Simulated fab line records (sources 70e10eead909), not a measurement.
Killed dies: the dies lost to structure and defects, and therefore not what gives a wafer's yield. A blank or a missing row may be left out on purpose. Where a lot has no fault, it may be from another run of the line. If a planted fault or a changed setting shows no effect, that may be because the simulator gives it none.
Which tool was responsible? | flow nand_harc | 12 lots, 36 wafers sampled, at 1 step of a route of 1159

## WHAT THE GAUGES SHOWED, per wafer
NHARC_P_STI_OVL_MEAS_10.
lot  | measured    | on         | overlay_x_nm (nm)
L075 | day 2 21:04 | overlay-02 | 0 -1 -1
L077 | day 3 06:37 | overlay-02 | 2 2 2
L079 | day 3 17:46 | overlay-01 | -3 -3 -3
L081 | day 4 05:35 | overlay-02 | -1 -1 0
L083 | day 4 18:14 | overlay-02 | 0 0 0
L085 | day 5 05:56 | overlay-01 | -1 -1 -1
L087 | day 5 19:14 | overlay-01 | -2 -2 -2
L088 | day 6 03:31 | overlay-01 | -2 -2 -1
L091 | day 6 17:02 | overlay-02 | 0 0 0
L093 | day 7 06:40 | overlay-01 | -4 -5 -5
L095 | day 7 20:33 | overlay-01 | -6 -5 -5
L097 | day 8 08:15 | overlay-01 | 5 5 5

## EACH LOT AND THE TOOL THAT RAN IT (in order: tool; ch and the chambers of the sampled wafers; start)
Before these readings, the record contains no process step.

## THE ANSWER, worked out from the rows above alone
Rule: what is usual is taken from the lots themselves. The widest of any qualifying gaps counts: lots, ordered by their means at a reading, are off when they make up no more than a third of the lots, leave a main group of 4 or more, and stand apart from it by 3 or more times the standard deviation of that group's means. If all means in a main group match to the digits the tables above print for the reading, that group is not used. A lot without any number at a reading at which 4 lots or more have one is off too. Where the step has rows for the other lots, those lots are counted as sound.
None of the lots is off at any reading shown; this tells nothing.

## WHAT WAS PUT IN BY THE SIMULATOR
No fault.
